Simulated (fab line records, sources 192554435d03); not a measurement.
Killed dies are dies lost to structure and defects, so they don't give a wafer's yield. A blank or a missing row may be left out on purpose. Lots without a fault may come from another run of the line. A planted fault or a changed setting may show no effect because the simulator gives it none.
Chamber matching | flow n5_finfet | N5_BEOL_M5_CURE_79 on uv_cure-01: 3 sister chambers
The step cures SiCOH lowk, time 240 s. 22 wafers are shown with their chamber, then 11 later ones without.

WAFERS WITH THEIR CHAMBER
wafer  | chamber | wafer_temp_C_max | lamp_power_pct (%)
L075.4 | 0       | 388.5            | 52.32
L075.5 | 0       | 387.9            | 52.26
L075.6 | 0       | 388.4            | 52.27
L077.1 | 2       | 385.5            | 52.33
L077.2 | 2       | 385.8            | 52.36
L077.4 | 2       | 385.7            | 52.37
L078.1 | 0       | 387.8            | 52.31
L078.4 | 0       | 387.9            | 52.28
L078.6 | 0       | 387.1            | 52.32
L083.1 | 1       | 386.8            | 52.16
L083.3 | 1       | 386.3            | 52.24
L083.4 | 1       | 386.8            | 52.25
L083.2 | 1       | 386.9            | 52.35
L083.5 | 1       | 387.2            | 52.31
L083.6 | 1       | 387.5            | 52.28
L084.2 | 1       | 386.9            | 52.42
L084.3 | 1       | 387.1            | 52.32
L084.6 | 1       | 386.4            | 52.31
L087.1 | 1       | 386.2            | 52.32
L087.5 | 1       | 386.5            | 52.27
L087.6 | 1       | 385.9            | 52.32
L088.1 | 1       | 387.3            | 52.30

SIGNATURES (means of the wafers above)
reading          | chamber 0 | chamber 1 | chamber 2 | scatter within a chamber
wafer_temp_C_max | 387.933   | 386.754   | 385.667   | 0.456
lamp_power_pct   | 52.2933   | 52.2962   | 52.3533   | 0.051
Rule: a wafer's distance from a chamber is the root of the sum, over the readings, of the square of ((its reading less the chamber's mean) divided by the reading's scatter). The wafer belongs to the nearest chamber; if the next one is less than 2 further off, it can't be placed. The scatter: the root of (the sum of the squares of (reading less its chamber's mean) over the shown wafers, divided by (wafers less chambers)).

WAFERS WITHOUT THEIR CHAMBER
wafer  | wafer_temp_C_max | lamp_power_pct (%)
L088.3 | 386.3            | 52.24
L088.4 | 386.4            | 52.20
L089.1 | 387.8            | 52.39
L089.4 | 388.0            | 52.38
L089.5 | 387.0            | 52.25
L089.2 | 387.6            | 52.34
L089.3 | 388.4            | 52.35
L089.6 | 387.6            | 52.47
L092.1 | 386.3            | 52.24
L092.2 | 386.0            | 52.33
L092.3 | 385.8            | 52.31

WHICH CHAMBER EACH WENT THROUGH
wafer  | from the rows above          | in truth
L088.3 | can't be placed: 1 or 2      | 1
L088.4 | can't be placed: 1 or 2 or 0 | 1
L089.1 | can't be placed: 0 or 1      | 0
L089.4 | can't be placed: 0 or 1      | 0
L089.5 | can't be placed: 1 or 0      | 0
L089.2 | can't be placed: 0 or 1      | 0
L089.3 | 0                            | 0
L089.6 | can't be placed: 0 or 1 or 2 | 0
L092.1 | can't be placed: 1 or 2      | 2
L092.2 | can't be placed: 2 or 1      | 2
L092.3 | can't be placed: 2 or 1      | 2
Placed correctly: 1 of 11. Can't be placed from these rows: 10 (the true chamber is among the candidates in 10). Placed wrongly: 0.
